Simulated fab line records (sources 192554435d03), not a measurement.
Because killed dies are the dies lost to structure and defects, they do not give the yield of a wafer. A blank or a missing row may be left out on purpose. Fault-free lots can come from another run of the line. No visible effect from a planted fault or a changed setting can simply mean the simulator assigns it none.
Matching of chambers :: flow n5-finfet :: N5_BEOL_M1_PRE_CLEAN_60 on cvd-co-02: 3 sister chambers
The step time 15 s. 3 wafers are shown with their chamber, then 11 later ones without.

## WAFERS PAIRED WITH THEIR CHAMBERS
wafer: L083.1
chamber: 1
heater-power-w (W): 77

wafer: L083.2
chamber: 0
heater-power-w (W): 100

wafer: L083.4
chamber: 2
heater-power-w (W): 80

## WAFERS WITH NO CHAMBER GIVEN
wafer: L083.5
heater-power-w (W): 76

wafer: L083.6
heater-power-w (W): 100

wafer: L087.1
heater-power-w (W): 100

wafer: L087.4
heater-power-w (W): 75

wafer: L087.5
heater-power-w (W): 98

wafer: L093.1
heater-power-w (W): 100

wafer: L093.3
heater-power-w (W): 80

wafer: L093.5
heater-power-w (W): 79

wafer: L096.3
heater-power-w (W): 79

wafer: L096.4
heater-power-w (W): 77

wafer: L096.5
heater-power-w (W): 97

## CHAMBER TAKEN BY EACH
wafer: L083.5
from the rows above: 1
in truth: 1

wafer: L083.6
from the rows above: 0
in truth: 0

wafer: L087.1
from the rows above: 0
in truth: 0

wafer: L087.4
from the rows above: 1
in truth: 1

wafer: L087.5
from the rows above: 0
in truth: 0

wafer: L093.1
from the rows above: 0
in truth: 0

wafer: L093.3
from the rows above: 2
in truth: 2

wafer: L093.5
from the rows above: can't be placed: 2 or 1
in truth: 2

wafer: L096.3
from the rows above: can't be placed: 2 or 1
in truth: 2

wafer: L096.4
from the rows above: 1
in truth: 1

wafer: L096.5
from the rows above: 0
in truth: 0
Correct placement for 9 of the 11. Not placeable from these rows: 2 (in 2, the candidates include the true chamber). 0 placed wrongly.
How it was worked out, from the rows above alone: a wafer's distance from a chamber is the root of the sum, over the readings, of the square of ((its reading less the chamber's mean) divided by the reading's scatter). If the next closest chamber is less than 2 further off than the closest, the wafer can't be placed; otherwise it belongs to the closest. For every chamber, the mean is computed from those of its wafers that are shown. The scatter (one wafer shown for each chamber): square how far every hidden wafer sits from the nearest shown wafer, average those squares and take the square root.
